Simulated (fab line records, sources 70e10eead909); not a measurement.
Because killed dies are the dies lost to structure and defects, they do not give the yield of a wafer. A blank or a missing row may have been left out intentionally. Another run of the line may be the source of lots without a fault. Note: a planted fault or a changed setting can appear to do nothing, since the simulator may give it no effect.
A struck lot beside a sound one || flow nand harc || 13 out of 1302 route steps
Sound: these wafers, L592.1, L592.2, L592.3. Struck: wafer L608.1. (L608.2, L608.5 of the same lot were not struck and are left out.) The cause comes at the end.
Order at every step that has rows: each side's tool, ch and its chambers, its first start. Under that, the readings that differ: sound wafers || struck wafers || difference of the means || sigmas: that difference in standard deviations of wafers without a fault.
alike: readings whose means differ by less than 2 such deviations, and words and numbers that are the same on both sides. not compared: withheld readings, readings that some wafer has no value for, bounds like >300 that may hide the same value, and numbers for which the record gives no deviation and whose values overlap.
Wherever a step has rows on one side only, a row that says differs or no value, or a row with sigmas, the two part there. When numbers do not overlap yet have no deviation, they are printed without sigmas and do not part them. A reading missing from all wafers of one side parts the sides only when that side holds two or more wafers.

first, 4 steps without rows for these wafers: NHARC_A_STAIRCASE_PEB_07 (peb time 130 s); NHARC_A_STAIRCASE_DEVELOP_08 (time 140 s); NHARC_A_STAIRCASE_HARDBAKE_10 (time 140 s); NHARC_A_STAIRCASE_DESCUM_11 (chemistry O2, time 3 s).
NHARC_A_STAIRCASE_TRIM_12: chemistry O2, time 211.2 s.
  sound on rie diel-07 ch 0,2,3, day 15 15:03; struck on rie diel-07 ch 3, day 22 06:02
{"reading": "rf hours counter h (h)", "sound": "14 13 12", "struck": 9, "difference": -4, "sigmas": ""}
{"reading": "rf vpp V (V)", "sound": "56.8 58.2 58.7", "struck": 60.3, "difference": "+2.4", "sigmas": "+2"}
  alike: drypump motor current A, oes product au, showerhead plenum p Torr, throttle valve pct
then, 1 step without rows for these wafers: NHARC_A_STAIRCASE_ETCH_13 (etches the open film in C4F8/O2, target depth 100 nm, time 40.5 s).
NHARC_A_STAIRCASE_TRIM_14: chemistry O2, time 211.2 s.
  sound on rie diel-07 ch 0,1,2; struck on rie diel-07 ch 1
{"reading": "rf hours counter h (h)", "sound": "15 13 15", "struck": 8, "difference": -6, "sigmas": ""}
{"reading": "throttle valve pct (%)", "sound": "17.045 17.044 17.024", "struck": 17.021, "difference": -0.017, "sigmas": -2}
  alike: drypump motor current A, oes product au, rf vpp V, showerhead plenum p Torr
NHARC_A_STAIRCASE_ETCH_15: etches the open film in C4F8/O2, target depth 100 nm, time 40.5 s.
  sound on rie diel-07 ch 0,1,2; struck on rie diel-07 ch 2
{"reading": "rf hours counter h (h)", "sound": "15 13 15", "struck": 9, "difference": -5, "sigmas": ""}
  alike: oes product au, rf vpp V
NHARC_A_STAIRCASE_TRIM_16: chemistry O2, time 211.2 s.
  sound on rie diel-07 ch 0,2,3; struck on rie diel-07 ch 1
{"reading": "rf hours counter h (h)", "sound": "15 13 13", "struck": 8, "difference": -6, "sigmas": ""}
  alike: drypump motor current A, oes product au, rf vpp V, showerhead plenum p Torr, throttle valve pct
NHARC_A_STAIRCASE_ETCH_17: etches the open film in C4F8/O2, target depth 100 nm, time 40.5 s.
  sound on rie diel-07 ch 1,2,3; struck on rie diel-07 ch 3
{"reading": "rf hours counter h (h)", "sound": "15 13 13", "struck": 10, "difference": -4, "sigmas": ""}
  alike: oes product au, rf vpp V
then, 1 step without rows for these wafers: NHARC_A_STAIRCASE_TRIM_18 (chemistry O2, time 211.2 s).
NHARC_A_STAIRCASE_ETCH_19: etches the open film in C4F8/O2, target depth 100 nm, time 40.5 s.
  sound on rie diel-07 ch 0,2,3, day 15 16:23; struck on rie diel-07 ch 3, day 22 06:55
{"reading": "oes product au (a.u.)", "sound": "0.930 0.913 0.947", "struck": 1.108, "difference": "+0.178", "sigmas": "+18"}
{"reading": "rf hours counter h (h)", "sound": "14 15 13", "struck": 10, "difference": -4, "sigmas": ""}
  alike: rf vpp V
-- jump in the record: it breaks off in module A_STAIRCASE and resumes in module END (first step shown: number 1302 of the route), and 8 days separate the struck wafers' starts before and after --
NHARC_END_SORT_01:
  only the struck wafers appear in the record here, on prober-02 ch 0 at day 30 18:15; the sound ones have no rows

== WHERE THEY PART ==
First at NHARC_A_STAIRCASE_TRIM_12; last, within this record, at NHARC_END_SORT_01.

WHY: whatever the simulator had introduced
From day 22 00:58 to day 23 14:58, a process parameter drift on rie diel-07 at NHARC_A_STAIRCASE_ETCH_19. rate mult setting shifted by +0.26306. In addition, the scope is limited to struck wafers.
